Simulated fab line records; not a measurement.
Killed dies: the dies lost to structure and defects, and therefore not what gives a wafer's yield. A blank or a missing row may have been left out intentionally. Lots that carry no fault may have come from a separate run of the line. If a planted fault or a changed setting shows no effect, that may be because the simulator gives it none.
Chamber matching | flow n5Finfet | N5_MOL_CONTACT_COAG_ETCH_65 on rieDiel-03 has 4 sister chambers
The step etches underlayer in N2/H2, target depth 13 nm, time 10.4 s. 18 wafers are shown with their chamber, then 9 later ones without.

WAFERS, EACH WITH ITS CHAMBER
wafer  | chamber | showerheadPlenumPTorr (Torr) | drypumpMotorCurrentA (A) | oesProductAu (a.u.)
L075.1 | 1       | 2.49                         | 6.8                      | 0.84
L075.3 | 3       | 2.69                         | 5.6                      | 0.72
L075.6 | 0       | 2.41                         | 5.5                      | 0.58
L077.2 | 2       | 2.49                         | 5.9                      | 0.79
L077.3 | 3       | 2.69                         | 5.6                      | 0.72
L077.6 | 1       | 2.49                         | 6.7                      | 0.84
L078.1 | 3       | 2.69                         | 5.7                      | 0.72
L078.2 | 2       | 2.48                         | 5.9                      | 0.78
L078.3 | 1       | 2.49                         | 6.7                      | 0.83
L078.4 | 0       | 2.40                         | 5.5                      | 0.58
L078.5 | 3       | 2.69                         | 5.7                      | 0.73
L078.6 | 2       | 2.48                         | 5.9                      | 0.79
L087.1 | 0       | 2.40                         | 5.5                      | 0.58
L087.2 | 2       | 2.48                         | 5.9                      | 0.76
L087.3 | 3       | 2.68                         | 5.7                      | 0.70
L087.4 | 1       | 2.48                         | 6.7                      | 0.79
L087.5 | 1       | 2.48                         | 6.7                      | 0.79
L087.6 | 0       | 2.40                         | 5.5                      | 0.58

SIGNATURES (means of the wafers above)
reading               | chamber 0 | chamber 1 | chamber 2 | chamber 3 | scatter within a chamber
showerheadPlenumPTorr | 2.4025    | 2.4860    | 2.4825    | 2.6880    | 0.005
drypumpMotorCurrentA  | 5.500     | 6.720     | 5.900     | 5.660     | 0.0378
oesProductAu          | 0.5800    | 0.8180    | 0.7800    | 0.7180    | 0.0164
Rule: a wafer lies at a distance from a chamber equal to the root of the sum of squares, over the readings, of (its reading less the chamber's mean, divided by the reading's scatter). The wafer belongs to the nearest chamber; if the next one is less than 2 further off, it can't be placed. How the scatter is found: for the shown wafers, subtract from each reading the mean of its chamber, square and add these, divide the total by (wafers less chambers), then take the root.

WAFERS WITHOUT THEIR CHAMBER
wafer  | showerheadPlenumPTorr (Torr) | drypumpMotorCurrentA (A) | oesProductAu (a.u.)
L088.1 | 2.48                         | 5.9                      | 0.76
L088.2 | 2.48                         | 6.7                      | 0.79
L088.6 | 2.48                         | 6.0                      | 0.75
L089.1 | 2.48                         | 6.7                      | 0.78
L089.3 | 2.48                         | 5.9                      | 0.75
L089.5 | 2.48                         | 6.8                      | 0.77
L094.1 | 2.47                         | 6.7                      | 0.76
L094.5 | 2.47                         | 6.0                      | 0.74
L094.6 | 2.68                         | 5.6                      | 0.70

WHICH CHAMBER EACH WENT THROUGH
wafer  | from the rows above | in truth
L088.1 | 2                   | 2
L088.2 | 1                   | 1
L088.6 | 2                   | 2
L089.1 | 1                   | 1
L089.3 | 2                   | 2
L089.5 | 1                   | 1
L094.1 | 1                   | 1
L094.5 | 2                   | 2
L094.6 | 3                   | 3
Correctly placed: 9 of 9. Not placeable from these rows: 0. Wrongly placed: 0.
